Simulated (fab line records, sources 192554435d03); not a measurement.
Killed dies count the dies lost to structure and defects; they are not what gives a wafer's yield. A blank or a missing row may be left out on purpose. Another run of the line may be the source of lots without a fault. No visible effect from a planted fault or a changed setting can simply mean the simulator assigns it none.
fab line records | flow n5Finfet
[record] lots = 12 | wafers = 34 | lastDay = 17
route steps=1938 shown BEOL_M15@1811 MIM_TOP_ETCH@1853 MIM_BOT_LITHO@1863 PASSIVATION@1906
lots untouched by any fault: they come from a run of this same line in which no faults occurred
startH: hours from the record's first day to the start of the lot's first wafer shown | waitH: hours elapsed since this lot's preceding step | " unchanged from the row above | L1.1+2: one row covering several wafers at once | - no value present, or no start provided | * or withheld: withheld | < > ~ a bound
route shown NAME@n: names a module that has steps shown in the file, with the first one's number in the route | usual: mean and standard deviation over wafers with no fault | same: alike in all rows | chamber/n: place in a boat | sites: per-site readings | _std_site: how widely they spread, as a standard deviation | _edge_site: outer sites' mean less inner sites' | radiusMm: for every site, how far away it sits from the centre of the wafer | mask NAME#n: copy n | behind: the most recent tool/chamber to have shaped the wafer | hold: reason for holding the lot/hours on hold/outcome of the hold | device: whichever transistor did not switch (one of n, p or np) | end of line: the same wafers' tests at the end of the route | for a step that has no rows: nothing shown but its recipe | killed: the dies lost at the first sort to structure and to defects; this is not the yield of the wafer | map: per-die view of a wafer (x killed, . not killed, _ where there is no die)
set.NAME: the run value of the setting; set.NAME@STEP: its run value at that earlier step | model.NAME: the simulator's own value behind a step, which no gauge read
a sample of lots followed through the steps of the route, with each step as a table and each wafer as a row
services: the hour from which a tool's chamber was out of use, counted from the record's first day as startH (under 0 if before that day), plus the number of hours and why
[[steps]]
[step N5_BEOL_M15_STRIP_36]
[recipe] chemistry = O2 | powerW = 600 | tempC = 60 | pressureMtorr = 30 | rfFrequencyHz = 6e+07 | biasPowerW = 0 | overashFraction = 0.3 | o2FlowSccm = 225
[usual] drypumpMotorCurrentA = 5.6/0.53 | oesProductAu = 0.82/0.1 | rfVppV = 3.6/0.97 | showerheadPlenumPTorr = 2.09/0.081 | throttleValvePct = 16.56/0.28
lot.wafer | tool       | chamber | startH | waitH | drypumpMotorCurrentA | oesProductAu | rfHoursCounterH | rfVppV | showerheadPlenumPTorr | throttleValvePct
L115.4    | rieDiel-05 | 0       | 232.25 | 2.1   | 5.6                  | 0.86         | -               | 3.4    | 2.12                  | 16.12
L115.5    | "          | 3       | "      | "     | 5.0                  | 0.95         | -               | 3.0    | 2.04                  | 15.89
L115.6    | "          | 2       | "      | "     | 5.7                  | 0.65         | -               | 3.2    | 2.15                  | 16.50
L118.2    | rieDiel-04 | 2       | 254.89 | 1.9   | 6.3                  | 0.69         | 241             | 3.5    | 2.07                  | 17.01
L118.4    | "          | 1       | "      | "     | 5.0                  | 0.69         | 188             | 2.5    | 2.00                  | 16.73
L118.5    | "          | 0       | "      | "     | 5.1                  | 0.69         | -               | 3.3    | 1.98                  | 16.66
L117.1    | rieDiel-04 | 3       | 258.47 | 2.5   | 6.0                  | 0.76         | 151             | 2.6    | 2.02                  | 16.76
L117.3    | "          | 2       | "      | "     | 6.3                  | 0.69         | 242             | 3.3    | 2.07                  | 17.02
L117.4    | "          | 0       | "      | "     | 5.1                  | 0.68         | 232             | 4.8    | 1.98                  | 16.62
L120.2    | rieDiel-04 | 1       | 293.59 | 13.1  | 5.0                  | 0.68         | 200             | 4.1    | 2.00                  | 16.71
L120.3    | "          | 0       | "      | "     | 5.1                  | 0.67         | 243             | 2.1    | 1.98                  | 16.67
L120.5    | "          | 3       | "      | "     | 6.1                  | 0.75         | -               | 4.0    | 2.02                  | 16.79
L123.1    | rieDiel-04 | 3       | 299.69 | 0.1   | 6.1                  | 0.73         | 164             | 5.1    | 2.01                  | 16.78
L123.4    | "          | 3       | "      | "     | 6.0                  | 0.72         | -               | 3.2    | 2.01                  | 16.79
L123.6    | "          | 0       | "      | "     | 5.1                  | 0.67         | -               | 4.8    | 1.97                  | 16.67
L125.1    | rieDiel-04 | 3       | 309.57 | 0.1   | 6.0                  | 0.73         | 170             | 3.2    | 2.01                  | 16.80
L125.2    | "          | 2       | "      | "     | 6.3                  | 1.02         | 0               | 4.2    | 2.07                  | 16.62
L125.4    | "          | 2       | "      | "     | 6.3                  | 1.02         | -               | 4.1    | 2.07                  | 16.62
L128.3    | rieDiel-05 | 0       | 336.82 | 5.6   | 5.5                  | 0.81         | 96              | 4.3    | 2.11                  | 16.23
L128.4    | "          | 3       | "      | "     | 5.0                  | 0.88         | 41              | 6.3    | 2.03                  | 15.95
L128.6    | "          | 0       | "      | "     | 5.6                  | 0.81         | -               | 2.4    | 2.11                  | 16.19
L130.4    | rieDiel-03 | 3       | 343.66 | 2.2   | 5.4                  | 0.89         | -               | 2.9    | 2.05                  | 16.65
L130.5    | "          | 2       | "      | "     | 6.6                  | 0.72         | -               | 3.1    | 2.18                  | 16.78
L130.6    | "          | 0       | "      | "     | 5.7                  | 0.89         | -               | 2.9    | 2.06                  | 16.58
L131.3    | rieDiel-03 | 2       | 346.49 | 2.4   | 6.6                  | 0.72         | 203             | 2.2    | 2.18                  | 16.77
L131.6    | "          | 2       | "      | "     | 6.6                  | 0.72         | -               | 4.9    | 2.18                  | 16.75
L136.1    | rieDiel-05 | 2       | 383.73 | 1.6   | 5.7                  | 0.89         | 33              | 3.0    | 2.14                  | 16.14
L136.5    | "          | 1       | "      | "     | 5.8                  | 0.88         | -               | 2.1    | 2.23                  | 16.31
L137.1    | rieDiel-04 | 1       | 395.61 | 1.2   | 5.0                  | 0.65         | 232             | 5.3    | 1.99                  | 16.80
L137.2    | "          | 2       | "      | "     | 6.3                  | 0.89         | 31              | 5.8    | 2.06                  | 16.66
L137.6    | "          | 2       | "      | "     | 6.3                  | 0.89         | -               | 4.7    | 2.06                  | 16.70
L138.1    | rieDiel-03 | 2       | 396.59 | 1.7   | 6.6                  | 0.72         | 218             | 4.0    | 2.17                  | 16.77
L138.3    | "          | 0       | "      | "     | 5.7                  | 0.85         | 52              | 5.2    | 2.05                  | 16.64
L138.5    | "          | 2       | "      | "     | 6.6                  | 0.72         | -               | 4.4    | 2.17                  | 16.80
[step N5_MIM_TOP_ETCH_PECVD_03]
[recipe] material = SiNx | targetThkA = 200 | tempC = 400 | precursor = SiH4/NH3/N2 | pressureTorr = 1.5 | rfW = 300 | timeS = 17.6
[usual] heaterPowerW = 722/99 | showerheadPlenumPTorr = 5.16/0.074 | throttleValvePct = 41/3.2
lot.wafer | tool     | chamber | startH | waitH | heaterPowerW | showerheadPlenumPTorr | throttleValvePct
L115.4    | pecvd-01 | 2       | 238.57 | -     | 672          | 5.19                  | 42
L115.5    | "        | 0       | "      | "     | 747          | 5.32                  | 46
L115.6    | "        | 1       | "      | "     | 659          | 5.14                  | 41
L118.2    | pecvd-03 | 0       | 261.73 | -     | 728          | 5.10                  | 45
L118.4    | "        | 2       | "      | "     | 874          | 5.10                  | 39
L118.5    | "        | 0       | "      | "     | 726          | 5.13                  | 45
L117.1    | pecvd-02 | 2       | 267.09 | -     | 866          | 5.03                  | 39
L117.3    | "        | 1       | "      | "     | 754          | 5.14                  | 40
L117.4    | "        | 1       | "      | "     | 732          | 5.14                  | 40
L120.2    | pecvd-01 | 1       | 298.10 | -     | 703          | 5.14                  | 41
L120.3    | "        | 0       | "      | "     | 758          | 5.32                  | 47
L120.5    | "        | 0       | "      | "     | 735          | 5.32                  | 46
L123.1    | pecvd-03 | 2       | 306.18 | -     | 852          | 5.11                  | 39
L123.4    | "        | 0       | "      | "     | 697          | 5.10                  | 45
L123.6    | "        | 1       | "      | "     | 619          | 5.19                  | 37
L125.1    | pecvd-01 | 1       | 317.67 | -     | 773          | 5.15                  | 40
L125.2    | "        | 2       | "      | "     | 717          | 5.19                  | 42
L125.4    | "        | 1       | "      | "     | 615          | 5.15                  | 41
L128.3    | pecvd-01 | 2       | 341.89 | -     | 685          | 5.20                  | 42
L128.4    | "        | 1       | "      | "     | 763          | 5.14                  | 40
L128.6    | "        | 0       | "      | "     | 759          | 5.33                  | 47
L130.4    | pecvd-03 | 0       | 350.36 | -     | 673          | 5.12                  | 45
L130.5    | "        | 0       | "      | "     | 669          | 5.12                  | 45
L130.6    | "        | 1       | "      | "     | 585          | 5.19                  | 37
L131.3    | pecvd-03 | 0       | 353.58 | -     | 693          | 5.13                  | 45
L131.6    | "        | 0       | "      | "     | 691          | 5.10                  | 45
L136.1    | pecvd-03 | 0       | 389.02 | -     | 697          | 5.13                  | 45
L136.5    | "        | 0       | "      | "     | 703          | 5.13                  | 45
L137.1    | pecvd-01 | 2       | 404.70 | -     | 673          | 5.20                  | 42
L137.2    | "        | 1       | "      | "     | 715          | 5.14                  | 41
L137.6    | "        | 0       | "      | "     | 676          | 5.33                  | 47
L138.1    | pecvd-01 | 0       | 404.88 | -     | 725          | 5.32                  | 47
L138.3    | "        | 2       | "      | "     | 688          | 5.19                  | 43
L138.5    | "        | 0       | "      | "     | 712          | 5.33                  | 47
[step N5_MIM_BOT_LITHO_OVL_MEAS_11]
[recipe] pointsPerWafer = 44
[usual] MIM_BOT_OVL = 4/5.2
lot.wafer | tool       | chamber | startH | waitH | MIM_BOT_OVL[nm]
L115.4    | overlay-01 | 0       | 238.93 | 0.0   | 9
L115.5    | "          | 0       | "      | "     | 6
L115.6    | "          | 0       | "      | "     | 1
L118.2    | overlay-02 | 0       | 262.14 | 0.0   | -5
L118.4    | "          | 0       | "      | "     | -1
L118.5    | "          | 0       | "      | "     | -6
L117.1    | overlay-02 | 0       | 267.60 | 0.0   | 3
L117.3    | "          | 0       | "      | "     | 4
L117.4    | "          | 0       | "      | "     | 7
L120.2    | overlay-02 | 0       | 298.61 | 0.0   | 8
L120.3    | "          | 0       | "      | "     | -1
L120.5    | "          | 0       | "      | "     | -3
L123.1    | overlay-02 | 0       | 306.69 | 0.0   | 4
L123.4    | "          | 0       | "      | "     | 7
L123.6    | "          | 0       | "      | "     | 8
L125.1    | overlay-02 | 0       | 318.05 | 0.0   | 10
L125.2    | "          | 0       | "      | "     | 3
L125.4    | "          | 0       | "      | "     | 7
L128.3    | overlay-02 | 0       | 342.40 | 0.0   | 11
L128.4    | "          | 0       | "      | "     | 5
L128.6    | "          | 0       | "      | "     | 4
L130.4    | overlay-02 | 0       | 350.87 | 0.0   | 14
L130.5    | "          | 0       | "      | "     | 18
L130.6    | "          | 0       | "      | "     | 10
L131.3    | overlay-02 | 0       | 354.09 | 0.0   | 3
L131.6    | "          | 0       | "      | "     | -1
L136.1    | overlay-02 | 0       | 389.42 | 0.0   | 0
L136.5    | "          | 0       | "      | "     | 8
L137.1    | overlay-02 | 0       | 405.23 | 0.0   | 0
L137.2    | "          | 0       | "      | "     | -3
L137.6    | "          | 0       | "      | "     | -1
L138.1    | overlay-02 | 0       | 405.39 | 0.0   | 2
L138.3    | "          | 0       | "      | "     | 8
L138.5    | "          | 0       | "      | "     | 4
[step N5_PASSIVATION_OVL_MEAS_63]
[recipe] pointsPerWafer = 44
[usual] PAD_OVL = 0/5
lot.wafer | tool       | chamber | startH | waitH | PAD_OVL[nm]
L115.4    | overlay-01 | 0       | 243.06 | 0.0   | 0
L115.5    | "          | 0       | "      | "     | -5
L115.6    | "          | 0       | "      | "     | 1
L118.2    | overlay-02 | 0       | 265.37 | 0.0   | 1
L118.4    | "          | 0       | "      | "     | -2
L118.5    | "          | 0       | "      | "     | -6
L117.1    | overlay-01 | 0       | 272.12 | 0.0   | 6
L117.3    | "          | 0       | "      | "     | 9
L117.4    | "          | 0       | "      | "     | 10
L120.2    | overlay-01 | 0       | 303.20 | 0.0   | 1
L120.3    | "          | 0       | "      | "     | -7
L120.5    | "          | 0       | "      | "     | 1
L123.1    | overlay-01 | 0       | 310.57 | 0.0   | 9
L123.4    | "          | 0       | "      | "     | 10
L123.6    | "          | 0       | "      | "     | 0
L125.1    | overlay-02 | 0       | 321.70 | 0.0   | -6
L125.2    | "          | 0       | "      | "     | 3
L125.4    | "          | 0       | "      | "     | -1
L128.3    | overlay-02 | 0       | 348.55 | 0.0   | 2
L128.4    | "          | 0       | "      | "     | 1
L128.6    | "          | 0       | "      | "     | 8
L130.4    | overlay-01 | 0       | 354.14 | 0.0   | -1
L130.5    | "          | 0       | "      | "     | 3
L130.6    | "          | 0       | "      | "     | 9
L131.3    | overlay-02 | 0       | 358.47 | 0.0   | -3
L131.6    | "          | 0       | "      | "     | 9
L136.1    | overlay-02 | 0       | 392.97 | 0.0   | 7
L136.5    | "          | 0       | "      | "     | 3
L137.1    | overlay-01 | 0       | 409.76 | 0.0   | 5
L137.2    | "          | 0       | "      | "     | 6
L137.6    | "          | 0       | "      | "     | -2
L138.1    | overlay-01 | 0       | 410.71 | 0.0   | -1
L138.3    | "          | 0       | "      | "     | -7
L138.5    | "          | 0       | "      | "     | -7
[step N5_PASSIVATION_PROBE_49]
[usual] defectLimitedYield = 91.5/1.6 | killed_at_M0_to_M3 = 33/10 | killed_at_M4_up = 13/5.6 | killedAtContacts = 13/6 | killedAtFrontEnd = 39/12 | killedAtOther = 3.0/2.8 | killedDies = 101/19 | killedOnRim = 13/4 | killedOpen = 65/13 | killedShort = 32/8.3 | sort_bin_5_function = 5.0/1 | sort_bin_6_memory = 3.1/0.69 | sortNPass = 1079/19 | sortYieldPct = 91.5/1.6
[same] grossDies = 1180 | killedAtBackSide = 0 | sort_bin_4_leakage[%] = 0 | sort_bin_8_speed[%] = 0
lot.wafer | tool      | chamber | startH | waitH | defectLimitedYield[%] | killed_at_M0_to_M3 | killed_at_M4_up | killedAtContacts | killedAtFrontEnd | killedAtOther | killedDies | killedOnRim | killedOpen | killedShort | sort_bin_5_function[%] | sort_bin_6_memory[%] | sortNPass | sortYieldPct[%]
L123.1    | prober-02 | -       | 315.71 | 0.0   | 80.6                  | 22                 | 152             | 19               | 36               | 0             | 229        | 15          | 62         | 20          | 11.6                   | 3.8                  | 951       | 80.6
L123.4    | prober-02 | -       | 315.86 | 0.2   | 79.6                  | 27                 | 164             | 16               | 34               | 0             | 241        | 19          | 63         | 24          | 12.8                   | 4.4                  | 939       | 79.6
L123.6    | prober-02 | -       | 315.96 | 0.3   | 89.7                  | 40                 | 17              | 14               | 47               | 4             | 122        | 9           | 89         | 31          | 6.6                    | 3.6                  | 1058      | 89.7
L125.1    | prober-01 | -       | 327.19 | 0.0   | 78.7                  | 32                 | 153             | 13               | 50               | 3             | 251        | 18          | 83         | 29          | 13.9                   | 4.5                  | 929       | 78.7
L125.2    | prober-01 | -       | 327.24 | 0.1   | 91.5                  | 22                 | 13              | 14               | 49               | 2             | 100        | 10          | 63         | 35          | 4.7                    | 3.3                  | 1080      | 91.5
L125.4    | prober-01 | -       | 327.34 | 0.2   | 90.3                  | 37                 | 17              | 11               | 48               | 1             | 114        | 12          | 79         | 34          | 6.2                    | 3.2                  | 1066      | 90.3
// killed by level:class
L123.1 BEOL_M15:unspecified=143 MOL_CONTACT_COAG:geometricParticle:open=18 STI_FIN_REVEAL:geometricParticle:open=16 BEOL_M0_SAQP:geometricParticle:open=7 BEOL_M0_SAQP:geometricParticle:short=7 FIN_SAQP:geometricParticle:open=4 FIN_SAQP:geometricParticle:short=4 ILD0:geometricParticle:open=3
L123.4 BEOL_M15:unspecified=150 MOL_CONTACT_COAG:geometricParticle:open=10 STI_FIN_REVEAL:geometricParticle:open=9 BEOL_M1:geometricParticle:open=8 DUMMY_GATE:geometricParticle:open=7 ILD0:geometricParticle:open=5 BEOL_M4:geometricParticle:open=5 STI_FIN_REVEAL:geometricParticle:short=4
L123.6 FIN_SAQP:geometricParticle:open=16 MOL_CONTACT_COAG:geometricParticle:open=13 STI_FIN_REVEAL:geometricParticle:open=9 BEOL_M3:geometricParticle:open=9 BEOL_M0_SAQP:geometricParticle:open=7 BEOL_M0_SAQP:geometricParticle:short=7 BEOL_M0:geometricParticle:open=7 BEOL_M4:geometricParticle:open=5
L125.1 BEOL_M15:unspecified=132 STI_FIN_REVEAL:geometricParticle:open=16 MOL_CONTACT_COAG:geometricParticle:open=11 FIN_SAQP:geometricParticle:open=9 FIN_SAQP:geometricParticle:short=9 BEOL_M3:geometricParticle:open=8 BEOL_M0_SAQP:geometricParticle:open=6 BEOL_M0_SAQP:geometricParticle:short=5
L125.2 STI_FIN_REVEAL:geometricParticle:open=16 MOL_CONTACT_COAG:geometricParticle:open=11 FIN_SAQP:geometricParticle:short=6 STI_FIN_REVEAL:geometricParticle:short=5 BEOL_M0_SAQP:geometricParticle:short=5 BEOL_M3:geometricParticle:open=5 BEOL_M7:geometricParticle:open=5 DUMMY_GATE:geometricParticle:open=4
L125.4 STI_FIN_REVEAL:geometricParticle:open=10 MOL_CONTACT_COAG:geometricParticle:open=10 BEOL_M0_SAQP:geometricParticle:open=10 FIN_SAQP:geometricParticle:open=9 BEOL_M4:geometricParticle:open=9 FIN_SAQP:geometricParticle:short=8 BEOL_M0_SAQP:geometricParticle:short=7 BEOL_M1:geometricParticle:open=6
[[services]]
tool       | chamber | startH | hours | kind
pecvd-01   | 2       | 217.11 | 6.5   | repair
pecvd-03   | 0       | 218.77 | 14.6  | repair
pecvd-03   | -       | 232.87 | 3.7   | repair
pecvd-01   | -       | 252.22 | 2.3   | repair
pecvd-02   | -       | 278.99 | 1.1   | repair
rieDiel-04 | 2       | 287.02 | -     | clean
rieDiel-04 | 2       | 287.02 | -     | consumableReplace:focusRing
rieDiel-04 | 0       | 309.21 | -     | clean
rieDiel-04 | 0       | 309.21 | -     | consumableReplace:esc
rieDiel-04 | 0       | 309.21 | -     | consumableReplace:focusRing
rieDiel-04 | 0       | 309.21 | -     | consumableReplace:showerhead
rieDiel-04 | 0       | 309.21 | 25.9  | scheduledDown
rieDiel-04 | 0       | 309.21 | 25.9  | ventCycle
rieDiel-03 | 1       | 342.20 | 1.8   | repair
pecvd-03   | 2       | 346.52 | 7.2   | repair
rieDiel-04 | 1       | 359.38 | 18.2  | repair
rieDiel-05 | 3       | 367.83 | 2.5   | repair
rieDiel-03 | 3       | 370.70 | 7.7   | repair
pecvd-02   | 2       | 376.51 | 7.6   | repair
pecvd-03   | 1       | 383.66 | -     | clean
pecvd-03   | 1       | 383.66 | -     | consumableReplace:showerhead
pecvd-03   | 1       | 383.66 | 29.0  | scheduledDown
rieDiel-04 | 2       | 385.79 | 2.7   | repair
rieDiel-03 | 3       | 389.13 | 16.0  | repair
[[key]]
[firstSign] step = N5_PASSIVATION_PROBE_49 | reading = killed_at_M4_up | direction = up | sigmas = 26 | usual = 13 | struck = 156
[effect] step = N5_PASSIVATION_PROBE_49 | reading = defectLimitedYield | direction = down | sigmas = 7.3 | usual = 91.5 | struck = 79.6
[moreKillsBornAt] N5_BEOL_M15_STRIP_36@rieDiel-04 = 425
metAt N5_BEOL_M15_STRIP_36
struckLots L123,L125
struckWafers L123.1,L123.4,L125.1
notActingAt N5_MIM_TOP_ETCH_PECVD_03,N5_MIM_BOT_LITHO_OVL_MEAS_11,N5_PASSIVATION_OVL_MEAS_63
onsetBetween 293.59 299.69
[fault] kind = chamberParticleSource | tool = rieDiel-04 | chamber = 3 | onsetH = 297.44 | steps = N5_BEOL_M15_STRIP_36 | ratePerVisitCm2 = 1.4999 | endH = 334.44
